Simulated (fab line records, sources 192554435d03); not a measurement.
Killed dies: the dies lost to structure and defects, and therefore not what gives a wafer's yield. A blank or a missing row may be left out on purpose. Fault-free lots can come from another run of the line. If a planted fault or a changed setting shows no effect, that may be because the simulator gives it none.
fab line records + flow n5Finfet
record
- lots=4
- wafers=12
- lastDay=20
route steps=1938 shown BEOL_M0@739 BEOL_M1@751 BEOL_M4@1111 PASSIVATION@1936
lots that met no fault: from a run of the same line without faults
startH: hours from the record's first day to the start of the lot's first wafer shown + waitH: hours elapsed since this lot's preceding step + " as in the row above + L1.1+2: a row that stands for several wafers + - either no value or no given start + * or withheld: withheld + < > ~ a bound
route shown NAME@n: names a module that has steps shown in the file, with the first one's number in the route + usual: mean/standard deviation taken from wafers without a fault + same: alike in all rows + chamber/n: place in a boat + sites: each site's reading + _std_site: the values' standard deviation + _edge_site: inner sites' mean taken away from outer sites' mean + radiusMm: how far each site lies from the wafer's centre + mask NAME#n: copy n + behind: tool/chamber where the wafer was last shaped + hold: why the lot went on hold/how many hours it stayed there/how the hold came to an end + device: names the non-switching transistor (n, p or np) + end of line: tests of these same wafers at the route's end + a step without rows: its recipe alone + killed: at the first sort, the dies lost to defects and structure; wafer yield is something else + map: a wafer's dies, marking killed ones x, the rest . and places with no die _
set.NAME: the run value of the setting; set.NAME@STEP: its run value at that earlier step + model.NAME: the simulator's own value behind a step, which no gauge read
certain route steps with their lots: each step a table, each wafer a row
services: a tool's chamber out of use, with start hour (startH, from the record's first day; less than 0 if before it), hours out, and reason
## steps
# step N5_BEOL_M0_ANNEAL_135
# recipe
- tempC=400
- timeS=60
- ambient=vacuum
# step N5_BEOL_M0_SPUTTER_141
# recipe
- material=Cu
- targetThkA=40
- tempC=-20
- chamberPressurePa=0.07
- powerW=withheld
- timeS=7.37
# step N5_BEOL_M0_ECD_118
# recipe
- material=Cu
- targetThkA=3000
# step N5_BEOL_M0_ANNEAL_119
# recipe
- tempC=225
- timeS=90
- ambient=N2
# step N5_BEOL_M0_CMP_120
# recipe
- stopOn=SiOC
- tOverpolishS=6.9
- downForcePsi=1
- platenRpm=50
- clearingPlatenDownForcePsi=1.5
- clearingPlatenRpm=50
- postCmpClean=cuAlkaline
- clearingPlatenPadVelocityMS=0.99484
- padVelocityMS=0.99484
# step N5_BEOL_M0_PRE_CLEAN_131
# recipe
- gas=NH3/H2
- timeS=15
- tempC=*
- rfPowerW=300
# step N5_BEOL_M0_CO_CAP_123
# recipe
- material=Co
- targetThkA=20
- tempC=200
- precursor=CCTBA/H2
- pressureTorr=30
- timeS=102.1
# step N5_BEOL_M0_PRE_CLEAN_124
# recipe
- gas=NH3
- timeS=15
- tempC=withheld
- rfPowerW=300
# step N5_BEOL_M0_DEP_125
# recipe
- material=SiCN
- targetThkA=80
- tempC=withheld
- precursor=3MS/NH3
- pressureTorr=3
- rfW=202
- timeS=14
# step N5_BEOL_M1_ILD_DEP_00
# recipe
- material=SiOC
- targetThkA=790
- tempC=350
- precursor=DEMS/O2
- pressureTorr=5
- rfW=500
- timeS=15.3
# usual
- heaterPowerW=531/96
- showerheadPlenumPTorr=5.699/0.014
- throttleValvePct=12.0/0.73
| lot.wafer | tool     | chamber | startH | waitH | heaterPowerW | showerheadPlenumPTorr | throttleValvePct | model.SiOC_of_BEOL_M1_ILD_DEP_00.thkNm |
|-----------|----------|---------|--------|-------|--------------|-----------------------|------------------|----------------------------------------|
| L125.2    | pecvd-03 | 2       | 148.98 | 0.0   | 667          | 5.698                 | 11.6             | 78.8                                   |
| L125.3    | "        | 0       | "      | "     | 612          | 5.701                 | 13.7             | 78.6                                   |
| L125.5    | "        | 1       | "      | "     | 427          | 5.699                 | 11.7             | 78.2                                   |
| L138.2    | pecvd-03 | 0       | 225.98 | 0.0   | 588          | 5.730                 | 13.9             | 79.8                                   |
| L138.4    | "        | 1       | "      | "     | 515          | 5.717                 | 11.4             | 38.6                                   |
| L138.6    | "        | 0       | "      | "     | 610          | 5.730                 | 13.8             | 82.2                                   |
| L140.1    | pecvd-03 | 2       | 237.40 | 0.0   | 686          | 5.677                 | 11.7             | 79.2                                   |
| L140.2    | "        | 0       | "      | "     | 648          | 5.702                 | 13.9             | 79.2                                   |
| L140.3    | "        | 1       | "      | "     | 500          | 5.701                 | 11.4             | 37.8                                   |
| L143.2    | pecvd-01 | 2       | 266.92 | 0.0   | 537          | 5.689                 | 11.2             | 78                                     |
| L143.3    | "        | 1       | "      | "     | 387          | 5.686                 | 12.3             | 77.6                                   |
| L143.5    | "        | 2       | "      | "     | 547          | 5.698                 | 11.5             | 80                                     |
# step N5_BEOL_M1_THK_MEAS_01
# recipe
- reads=SiOC_of_BEOL_M1_ILD_DEP_00
# usual
- M1_ILD_THK=79.1/1.3
| lot.wafer | tool         | chamber | startH | waitH | M1_ILD_THK[nm] |
|-----------|--------------|---------|--------|-------|----------------|
| L125.2    | filmMetro-01 | -       | 149.05 | 0.1   | 78.8           |
| L125.3    | "            | -       | "      | "     | 78.5           |
| L125.5    | "            | -       | "      | "     | 78.1           |
| L138.2    | filmMetro-01 | -       | 226.05 | 0.1   | 79.8           |
| L138.4    | "            | -       | "      | "     | 38.6           |
| L138.6    | "            | -       | "      | "     | 82.1           |
| L140.1    | filmMetro-02 | -       | 237.47 | 0.0   | 79.3           |
| L140.2    | "            | -       | "      | "     | 79.2           |
| L140.3    | "            | -       | "      | "     | 37.8           |
| L143.2    | filmMetro-01 | -       | 266.99 | 0.1   | 78.2           |
| L143.3    | "            | -       | "      | "     | 77.6           |
| L143.5    | "            | -       | "      | "     | 80.0           |
# step N5_BEOL_M1_PECVD_72
# recipe
- material=SiO2
- targetThkA=160
- tempC=400
- precursor=TEOS/O2
- pressureTorr=5.5
- rfW=450
- teosFlowSccm=53.8
- gas=O2
- flowSccm=3000
- timeS=18
# step N5_BEOL_M1_HM_DEP_02
# recipe
- material=TiN
- targetThkA=200
- tempC=25
- chamberPressurePa=0.49996
# step N5_BEOL_M1_COAT_61
# recipe
- resist=SOC
- tempC=250
- timeS=60
- spinRpm=1500
- resistThkNm=60
# step N5_BEOL_M1_COAT_62
# recipe
- resist=SiARC
- tempC=220
- timeS=60
- spinRpm=1500
- resistThkNm=12
# step N5_BEOL_M1_COAT_73
# recipe
- resist=underlayer
- tempC=205
- timeS=60
- spinRpm=1500
- resistThkNm=5
# step N5_BEOL_M1_COAT_05
# recipe
- resist=CAR-EUV
- spinRpm=1500
- resistThkNm=30
# step N5_BEOL_M1_EBR_07
# recipe
- solvent=PGMEA
- ebrWidthMm=1.5
# step N5_BEOL_M1_SOFTBAKE_06
# recipe
- tempC=110
- timeS=60
- resist=CAR-EUV
# step N5_BEOL_M1_EXPOSE_08
# recipe
- maskId=M1
- na=0.33
- sourceShape=dipole
- sigmaInner=0.369
- sigmaOuter=0.767
- polarization=unpolarized
- doseMj=33
# step N5_BEOL_M1_PEB_09
# recipe
- pebTempC=100
- pebTimeS=60
- resist=CAR-EUV
# step N5_BEOL_M1_DEVELOP_10
# recipe
- developTimeS=30
- developer=TMAH
- resist=CAR-EUV
- rinseLiquid=surfactantRinse
- dry=airSpin
- devTempC=23
# step N5_BEOL_M1_DESCUM_16
# recipe
- chemistry=O2
- timeS=7
- sourcePowerW=50
- biasPowerW=20
- pressureMtorr=20
- rfFrequencyHz=2.712e+07
- tempC=40
- resist=CAR-EUV
- o2FlowSccm=225
# step N5_BEOL_M1_ETCH_74
# recipe
- chemistry=N2/H2
- target=underlayer
- targetDepthA=65
- maskMaterial=CAR-EUV
- timeS=5.2
- ionEnergyEv=200
- pressureMtorr=30
- sourceW=840
- biasW=150
- n2FlowSccm=200
- h2FlowSccm=200
- ends=cleared
# step N5_BEOL_M1_ETCH_63
# recipe
- chemistry=CF4
- target=SiARC
- targetDepthA=156
- maskMaterial=CAR-EUV
- timeS=26
- ionEnergyEv=80
- pressureMtorr=40
- sourceW=545
- biasW=36
- Ar_flow_sccm=100
- cf4FlowSccm=100
- ends=cleared
# step N5_BEOL_M1_ETCH_64
# recipe
- chemistry=N2/H2
- target=SOC
- targetDepthA=750
- overetchA=150
- maskMaterial=SiARC
- tempC=40
- timeS=112.5
- ionEnergyEv=200
- pressureMtorr=30
- sourceW=840
- biasW=150
- n2FlowSccm=200
- h2FlowSccm=200
# step N5_BEOL_M1_STRIP_65
# recipe
- chemistry=N2/H2
- tempC=40
- n2FlowSccm=200
- h2FlowSccm=200
- rfFrequencyHz=6e+07
# step N5_BEOL_M1_STRIP_75
# recipe
- chemistry=N2/H2
- tempC=40
- n2FlowSccm=200
- h2FlowSccm=200
- rfFrequencyHz=6e+07
# step N5_BEOL_M1_STRIP_66
# recipe
- chemistry=CF4
- resist=SiARC
- powerW=300
- biasPowerW=75
- pressureMtorr=50
- cf4FlowSccm=150
- rfFrequencyHz=6e+07
# step N5_BEOL_M1_HM_OPEN_17
# recipe
- chemistry=Cl2/BCl3
- targetDepthA=200
- overetchA=60
- target=TiN
- maskMaterial=SOC
- ionEnergyEv=150
- pressureMtorr=10
- icpW=1000
- biasW=126
- Cl2_flow_sccm=53.25
- bcl3FlowSccm=21.75
- Ar_flow_sccm=25
# step N5_BEOL_M1_STRIP_19
# recipe
- chemistry=O2
- powerW=400
- tempC=40
- pressureMtorr=30
- rfFrequencyHz=6e+07
- biasPowerW=0
- overashFraction=0.2
- o2FlowSccm=225
# step N5_BEOL_M1_COAT_67
# recipe
- resist=SOC
- tempC=250
- timeS=60
- spinRpm=1500
- resistThkNm=60
# step N5_BEOL_M1_COAT_68
# recipe
- resist=SiARC
- tempC=220
- timeS=60
- spinRpm=1500
- resistThkNm=12
# step N5_BEOL_M1_COAT_76
# recipe
- resist=underlayer
- tempC=205
- timeS=60
- spinRpm=1500
- resistThkNm=5
# step N5_BEOL_M1_COAT_22
# recipe
- resist=CAR-EUV
- spinRpm=1500
- resistThkNm=30
# step N5_BEOL_M1_CMP_52
# recipe
- stopOn=SiOC
- tOverpolishS=6.8
- downForcePsi=1
- platenRpm=50
- clearingPlatenDownForcePsi=1.5
- clearingPlatenRpm=50
- postCmpClean=cuAlkaline
- targetThkNm=40
- clearingPlatenPadVelocityMS=0.99484
- padVelocityMS=0.99484
# usual
- clearingPlatenDownForcePsi=1.500/0.0032
- edgeZonePressureFrac=1.000/0.0047
- motorCurrentA=6.2/0.78
| lot.wafer | tool   | chamber | startH | waitH | clearingPlatenDownForcePsi | edgeZonePressureFrac | motorCurrentA | model.SiOC_of_BEOL_M1_ILD_DEP_00.thkNm | model.Cu_of_BEOL_M1_ECD_50.thkNm |
|-----------|--------|---------|--------|-------|----------------------------|----------------------|---------------|----------------------------------------|----------------------------------|
| L125.3    | cmp-02 | 3       | 156.36 | 0.2   | 1.500                      | 1.006                | 6.3           | 77.6                                   | 37.2                             |
| L125.2    | "      | 2       | "      | "     | 1.492                      | 1.003                | 5.2           | 77.8                                   | 38.6                             |
| L125.5    | "      | 3       | "      | "     | 1.498                      | 1.000                | 5.9           | 77.2                                   | 37.8                             |
| L138.4    | cmp-01 | 3       | 254.09 | 0.1   | 1.505                      | 0.996                | 5.6           | 37.6                                   | 0                                |
| L138.2    | "      | 1       | "      | "     | 1.499                      | 1.001                | 5.7           | 78.8                                   | 36.8                             |
| L138.6    | "      | 3       | "      | "     | 1.500                      | 0.999                | 5.8           | 81.2                                   | 43.6                             |
| L140.1    | cmp-01 | 2       | 265.86 | 0.3   | 1.503                      | 0.996                | 6.1           | 78.2                                   | 41                               |
| L140.2    | "      | 3       | "      | "     | 1.506                      | 0.998                | 5.6           | 78.2                                   | 41.8                             |
| L140.3    | "      | 1       | "      | "     | 1.496                      | 1.002                | 5.5           | 36.8                                   | 0.2                              |
| L143.2    | cmp-01 | 3       | 291.89 | 0.2   | 1.497                      | 1.001                | 6.0           | 77                                     | 39.8                             |
| L143.3    | "      | 2       | "      | "     | 1.505                      | 0.998                | 6.2           | 76.6                                   | 39.8                             |
| L143.5    | "      | 0       | "      | "     | 1.507                      | 1.002                | 6.9           | 79                                     | 41                               |
# step N5_BEOL_M4_RC_MEAS_101
# usual
- DIBL_N=36.5/2.1
- DIBL_P=36.6/2.6
- IOFF_N=0.17/0.044
- IOFF_P=0.21/0.048
- ION_N=674/17
- ION_P=462/9.5
- SS_N=71.6/0.77
- SS_P=73.5/0.72
- VT_N=250/4.2
- VT_P=-250/3.9
| lot.wafer | tool      | chamber | startH | waitH | DIBL_N[mV/V] | DIBL_P[mV/V] | IOFF_N[nA/um] | IOFF_P[nA/um] | ION_N[uA/um] | ION_P[uA/um] | SS_N[mV/dec] | SS_P[mV/dec] | VT_N[mV] | VT_P[mV] |
|-----------|-----------|---------|--------|-------|--------------|--------------|---------------|---------------|--------------|--------------|--------------|--------------|----------|----------|
| L125.2    | prober-02 | 0       | 236.76 | 0.2   | 36.8         | 38.4         | 0.16          | 0.20          | 666          | 455          | 72.0         | 73.2         | 250      | -254     |
| L125.3    | "         | 0       | "      | "     | 38.0         | 39.4         | 0.21          | 0.23          | 675          | 457          | 72.2         | 73.9         | 245      | -249     |
| L125.5    | "         | 0       | "      | "     | 38.2         | 38.3         | 0.20          | 0.21          | 670          | 454          | 72.4         | 73.6         | 246      | -253     |
| L138.2    | prober-01 | 0       | 323.80 | 0.2   | 37.9         | 38.0         | 0.16          | 0.21          | 662          | 452          | 72.5         | 73.2         | 251      | -252     |
| L138.6    | "         | 0       | "      | "     | 37.2         | 37.0         | 0.16          | 0.20          | 666          | 450          | 72.0         | 73.9         | 250      | -253     |
| L140.1    | prober-01 | 0       | 331.27 | 0.0   | 39.5         | 41.0         | 0.27          | 0.30          | 694          | 472          | 72.7         | 73.4         | 245      | -245     |
| L140.2    | "         | 0       | "      | "     | 37.8         | 38.4         | 0.19          | 0.24          | 681          | 465          | 72.5         | 73.4         | 248      | -249     |
| L143.2    | prober-01 | 0       | 349.58 | 0.2   | 35.7         | 35.2         | 0.14          | 0.15          | 662          | 452          | 71.3         | 72.9         | 256      | -257     |
| L143.3    | "         | 0       | "      | "     | 35.8         | 36.3         | 0.14          | 0.18          | 667          | 459          | 70.6         | 72.9         | 254      | -253     |
| L143.5    | "         | 0       | "      | "     | 33.6         | 35.2         | 0.10          | 0.16          | 652          | 458          | 70.4         | 73.0         | 256      | -254     |
# step N5_PASSIVATION_PROBE_49
# usual
- defectLimitedYield=91.2/1.5
- killed_at_M0_to_M3=36/10
- killed_at_M4_up=14/5.2
- killedAtContacts=12/6
- killedAtFrontEnd=37/10
- killedAtOther=4/3.3
- killedDies=104/18
- killedOnRim=14/4.1
- killedOpen=68/14
- killedShort=34/7.4
- sort_bin_5_function=5.2/1
- sort_bin_6_memory=3.3/0.7
- sortNPass=1076/18
- sortYieldPct=91.2/1.5
# same
- grossDies=1180
- killedAtBackSide=0
- sort_bin_4_leakage[%]=0
- sort_bin_8_speed[%]=0
| lot.wafer | tool      | chamber | startH | waitH | defectLimitedYield[%] | killed_at_M0_to_M3 | killed_at_M4_up | killedAtContacts | killedAtFrontEnd | killedAtOther | killedDies | killedOnRim | killedOpen | killedShort | sort_bin_5_function[%] | sort_bin_6_memory[%] | sortNPass | sortYieldPct[%] |
|-----------|-----------|---------|--------|-------|-----------------------|--------------------|-----------------|------------------|------------------|---------------|------------|-------------|------------|-------------|------------------------|----------------------|-----------|-----------------|
| L138.4    | prober-02 | -       | 439.57 | 0.2   | 0                     | 1111               | 19              | 8                | 38               | 4             | 1180       | 152         | 77         | 30          | 5.9                    | 3.1                  | 0         | 0               |
| L140.3    | prober-02 | -       | 460.14 | 0.1   | 0                     | 1124               | 13              | 13               | 29               | 1             | 1180       | 152         | 68         | 39          | 5.6                    | 2.9                  | 0         | 0               |
# killed by level:class
L138.4 BEOL_M1:areaDep=1069 FIN_SAQP:geometricParticle:open=10 BEOL_M2:geometricParticle:open=9 STI_FIN_REVEAL:geometricParticle:open=9 BEOL_M1:geometricParticle:open=9 MOL_CONTACT_COAG:geometricParticle:open=6 BEOL_M0_SAQP:geometricParticle:short=6 BEOL_M3:geometricParticle:open=5
L140.3 BEOL_M1:areaDep=1073 MOL_CONTACT_COAG:geometricParticle:open=12 BEOL_M2:geometricParticle:open=11 BEOL_M0_SAQP:geometricParticle:short=9 BEOL_M1:geometricParticle:open=9 BEOL_M0_SAQP:geometricParticle:open=8 GATE_CUT:geometricParticle:short=7 FIN_SAQP:geometricParticle:short=6
# map L138.4 (x killed, . not)
_________________xxxxxxxxxxxx________________
______________xxxxxxxxxxxxxxxxxx_____________
___________xxxxxxxxxxxxxxxxxxxxxxxx__________
__________xxxxxxxxxxxxxxxxxxxxxxxxxx_________
________xxxxxxxxxxxxxxxxxxxxxxxxxxxxxx_______
_______xxxxxxxxxxxxxxxxxxxxxxxxxxxxxxxx______
______xxxxxxxxxxxxxxxxxxxxxxxxxxxxxxxxxx_____
_____xxxxxxxxxxxxxxxxxxxxxxxxxxxxxxxxxxxx____
____xxxxxxxxxxxxxxxxxxxxxxxxxxxxxxxxxxxxxx___
___xxxxxxxxxxxxxxxxxxxxxxxxxxxxxxxxxxxxxxxx__
___xxxxxxxxxxxxxxxxxxxxxxxxxxxxxxxxxxxxxxxx__
__xxxxxxxxxxxxxxxxxxxxxxxxxxxxxxxxxxxxxxxxxx_
__xxxxxxxxxxxxxxxxxxxxxxxxxxxxxxxxxxxxxxxxxx_
_xxxxxxxxxxxxxxxxxxxxxxxxxxxxxxxxxxxxxxxxxxxx
_xxxxxxxxxxxxxxxxxxxxxxxxxxxxxxxxxxxxxxxxxxxx
_xxxxxxxxxxxxxxxxxxxxxxxxxxxxxxxxxxxxxxxxxxxx
_xxxxxxxxxxxxxxxxxxxxxxxxxxxxxxxxxxxxxxxxxxxx
_xxxxxxxxxxxxxxxxxxxxxxxxxxxxxxxxxxxxxxxxxxxx
_xxxxxxxxxxxxxxxxxxxxxxxxxxxxxxxxxxxxxxxxxxxx
_xxxxxxxxxxxxxxxxxxxxxxxxxxxxxxxxxxxxxxxxxxxx
_xxxxxxxxxxxxxxxxxxxxxxxxxxxxxxxxxxxxxxxxxxxx
__xxxxxxxxxxxxxxxxxxxxxxxxxxxxxxxxxxxxxxxxxx_
__xxxxxxxxxxxxxxxxxxxxxxxxxxxxxxxxxxxxxxxxxx_
___xxxxxxxxxxxxxxxxxxxxxxxxxxxxxxxxxxxxxxxx__
___xxxxxxxxxxxxxxxxxxxxxxxxxxxxxxxxxxxxxxxx__
____xxxxxxxxxxxxxxxxxxxxxxxxxxxxxxxxxxxxxx___
_____xxxxxxxxxxxxxxxxxxxxxxxxxxxxxxxxxxxx____
______xxxxxxxxxxxxxxxxxxxxxxxxxxxxxxxxxx_____
_______xxxxxxxxxxxxxxxxxxxxxxxxxxxxxxxx______
________xxxxxxxxxxxxxxxxxxxxxxxxxxxxxx_______
__________xxxxxxxxxxxxxxxxxxxxxxxxxx_________
___________xxxxxxxxxxxxxxxxxxxxxxxx__________
______________xxxxxxxxxxxxxxxxxx_____________
_________________xxxxxxxxxxxx________________
# map L140.3 (x killed, . not)
_________________xxxxxxxxxxxx________________
______________xxxxxxxxxxxxxxxxxx_____________
___________xxxxxxxxxxxxxxxxxxxxxxxx__________
__________xxxxxxxxxxxxxxxxxxxxxxxxxx_________
________xxxxxxxxxxxxxxxxxxxxxxxxxxxxxx_______
_______xxxxxxxxxxxxxxxxxxxxxxxxxxxxxxxx______
______xxxxxxxxxxxxxxxxxxxxxxxxxxxxxxxxxx_____
_____xxxxxxxxxxxxxxxxxxxxxxxxxxxxxxxxxxxx____
____xxxxxxxxxxxxxxxxxxxxxxxxxxxxxxxxxxxxxx___
___xxxxxxxxxxxxxxxxxxxxxxxxxxxxxxxxxxxxxxxx__
___xxxxxxxxxxxxxxxxxxxxxxxxxxxxxxxxxxxxxxxx__
__xxxxxxxxxxxxxxxxxxxxxxxxxxxxxxxxxxxxxxxxxx_
__xxxxxxxxxxxxxxxxxxxxxxxxxxxxxxxxxxxxxxxxxx_
_xxxxxxxxxxxxxxxxxxxxxxxxxxxxxxxxxxxxxxxxxxxx
_xxxxxxxxxxxxxxxxxxxxxxxxxxxxxxxxxxxxxxxxxxxx
_xxxxxxxxxxxxxxxxxxxxxxxxxxxxxxxxxxxxxxxxxxxx
_xxxxxxxxxxxxxxxxxxxxxxxxxxxxxxxxxxxxxxxxxxxx
_xxxxxxxxxxxxxxxxxxxxxxxxxxxxxxxxxxxxxxxxxxxx
_xxxxxxxxxxxxxxxxxxxxxxxxxxxxxxxxxxxxxxxxxxxx
_xxxxxxxxxxxxxxxxxxxxxxxxxxxxxxxxxxxxxxxxxxxx
_xxxxxxxxxxxxxxxxxxxxxxxxxxxxxxxxxxxxxxxxxxxx
__xxxxxxxxxxxxxxxxxxxxxxxxxxxxxxxxxxxxxxxxxx_
__xxxxxxxxxxxxxxxxxxxxxxxxxxxxxxxxxxxxxxxxxx_
___xxxxxxxxxxxxxxxxxxxxxxxxxxxxxxxxxxxxxxxx__
___xxxxxxxxxxxxxxxxxxxxxxxxxxxxxxxxxxxxxxxx__
____xxxxxxxxxxxxxxxxxxxxxxxxxxxxxxxxxxxxxx___
_____xxxxxxxxxxxxxxxxxxxxxxxxxxxxxxxxxxxx____
______xxxxxxxxxxxxxxxxxxxxxxxxxxxxxxxxxx_____
_______xxxxxxxxxxxxxxxxxxxxxxxxxxxxxxxx______
________xxxxxxxxxxxxxxxxxxxxxxxxxxxxxx_______
__________xxxxxxxxxxxxxxxxxxxxxxxxxx_________
___________xxxxxxxxxxxxxxxxxxxxxxxx__________
______________xxxxxxxxxxxxxxxxxx_____________
_________________xxxxxxxxxxxx________________
## services
| tool     | chamber | startH | hours | kind          |
|----------|---------|--------|-------|---------------|
| pecvd-01 | 0       | 126.68 | 2.1   | scheduledDown |
| pecvd-01 | 1       | 132.36 | 2.1   | scheduledDown |
| pecvd-03 | 0       | 133.11 | 3.9   | repair        |
| cmp-01   | -       | 143.49 | 16.2  | pm            |
| cmp-02   | -       | 144.13 | 7.5   | pm            |
| cmp-02   | -       | 173.39 | 1.6   | repair        |
| pecvd-01 | -       | 194.92 | 1.3   | repair        |
| cmp-02   | -       | 216.81 | 1.2   | repair        |
| cmp-01   | -       | 217.37 | 1.1   | repair        |
| pecvd-03 | 1       | 226.92 | 4.8   | repair        |
| cmp-02   | -       | 231.63 | 10.3  | pm            |
| pecvd-03 | -       | 255.03 | 14.6  | pm            |
| cmp-02   | -       | 259.41 | 4.0   | pm            |
| cmp-01   | -       | 269.12 | 8.4   | pm            |
| cmp-01   | -       | 278.95 | 0.5   | repair        |
| pecvd-03 | 0       | 280.98 | 5.5   | scheduledDown |
| cmp-02   | -       | 289.59 | 4.6   | pm            |
## key
firstSign
- step=N5_BEOL_M1_THK_MEAS_01
- reading=M1_ILD_THK
- direction=down
- sigmas=31
- usual=79.1
- struck=38.2
effect
- step=N5_PASSIVATION_PROBE_49
- reading=killed_at_M0_to_M3
- direction=up
- sigmas=99+
- usual=36
- struck=1118
modelEffect
- step=N5_BEOL_M1_ILD_DEP_00
- value=SiOC_of_BEOL_M1_ILD_DEP_00.thkNm
- without=78.5
- struck=38.2
modelEffect
- step=N5_BEOL_M1_CMP_52
- value=SiOC_of_BEOL_M1_ILD_DEP_00.thkNm
- without=77.5
- struck=37.2
moreKillsBornAt
- N5_BEOL_M1_ILD_DEP_00@pecvd-03=2142
metAt N5_BEOL_M1_ILD_DEP_00
struckWafers L138.4,L140.3
laterRowsLeftOut L138.4,L140.3
onsetBetween 148.98 225.98
fault
- kind=processParameterDrift
- tool=pecvd-03
- chamber=1
- onsetH=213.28
- steps=N5_BEOL_M1_ILD_DEP_00
- channel=timeS
- offset=*
- shape=step
- endH=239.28
- actsIn=*
- stated=*
# laterRowsLeftOut: the simulator's readings of these wafers behind a module that went badly wrong aren't trusted and aren't shown, but for the sort
